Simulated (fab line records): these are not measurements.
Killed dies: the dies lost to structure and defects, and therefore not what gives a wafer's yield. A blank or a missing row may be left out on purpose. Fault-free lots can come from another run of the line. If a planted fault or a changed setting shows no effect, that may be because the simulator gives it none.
Lot-split experiment	flow n5 finfet	on a route of 1938 steps: 7 lots, 21 wafers read

ON THE SPLIT
At N5_MIM_BOT_SPUTTER_00 (material TiN, target thk 35 nm, time 89.7 s), the setting time s was moved away from the recipe's 89.7 s on 7 of the 21 wafers read, by +8.8% to +11.9%. The other wafers ran this setting at the recipe's value.

The reading is taken at the split's own step.

THE READING
TiN_of_MIM_BOT_SPUTTER_00.thk nm (the simulator's own value, which no gauge read), in nm, at N5_MIM_BOT_SPUTTER_00 (material TiN, target thk 35 nm, time 89.7 s). There is no usual value for it anywhere in the file. Across the 14 wafers here that went through the recipe, the average is 35.3 nm and the standard deviation 0.33 nm.

wafer	tool, chamber at the split	time s as run, s	against the recipe	TiN_of_MIM_BOT_SPUTTER_00.thk nm, nm	against lot-mates on the recipe
L076.1	pvd sputter-02, -	89.7	recipe	35.2	-
L076.2	pvd sputter-02, -	89.7	recipe	35	-
L076.5	pvd sputter-02, -	89.7	recipe	35	-
L080.3	pvd sputter-03, -	89.7	recipe	35.4	-
L080.5	pvd sputter-03, -	89.7	recipe	35	-
L080.6	pvd sputter-03, -	98.99	+10.4%	38.4	+3.2
L088.2	pvd sputter-01, -	97.57	+8.8%	38.4	+2.6
L088.5	pvd sputter-01, -	89.7	recipe	35.8	-
L088.6	pvd sputter-01, -	97.57	+8.8%	38.2	+2.4
L089.2	pvd sputter-01, -	89.7	recipe	35.6	-
L089.5	pvd sputter-01, -	89.7	recipe	35.4	-
L089.6	pvd sputter-01, -	89.7	recipe	35.8	-
L092.1	pvd sputter-03, -	100.2	+11.7%	39.2	+3.8
L092.3	pvd sputter-03, -	89.7	recipe	35.4	-
L092.4	pvd sputter-03, -	100.2	+11.7%	38.8	+3.4
L095.1	pvd sputter-03, -	89.7	recipe	34.6	-
L095.4	pvd sputter-03, -	100.4	+11.9%	39.4	+4.8
L095.6	pvd sputter-03, -	100.4	+11.9%	39	+4.4
L097.2	pvd sputter-01, -	89.7	recipe	35.6	-
L097.3	pvd sputter-01, -	89.7	recipe	35.6	-
L097.6	pvd sputter-01, -	89.7	recipe	35.4	-

THE FIT
A straight line over all 21 wafers: TiN_of_MIM_BOT_SPUTTER_00.thk nm changes by +0.318 nm for each +1% of time s; r = +0.98; the points scatter about the line by 0.31 nm.
The same after taking each lot's own level away (the mean of its wafers on the recipe; 21 wafers): +0.332 nm for each +1%; r = +0.99; scatter 0.3 nm.
On that fit, the largest move of time s shifts the reading by 4 nm.
The lots' own levels span 34.60 to 35.80 nm, that is 3.6 times the standard deviation above.
So the lot-to-lot level changes the slope little: the two slopes agree.
Check: with one of the wafers moved furthest among these (+11.9%) left out of the fit, the line predicts +3.76 nm for it against its lot-mates. Against them it came out at +4.8 nm.

OTHER SPLITS APPLIED TO THESE WAFERS
These wafers also went through other splits before the reading. Each is held against what the fit with the lots' levels taken away leaves over:
other split on the same wafers	wafers away from the commonest value	r with TiN_of_MIM_BOT_SPUTTER_00.thk nm (lot level and that fit taken away)
N5_BEOL_M13_TRENCH_ETCH_34 time s	5	+0.06
N5_BEOL_M14_EXPOSE_25 dose mj	7	-0.32
N5_BEOL_M14_PEB_26 peb temp c	6	-0.12

FILE'S OWN FIT
TiN_of_MIM_BOT_SPUTTER_00.thk nm changes by +0.328 nm for each +1% of time s, r = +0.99.
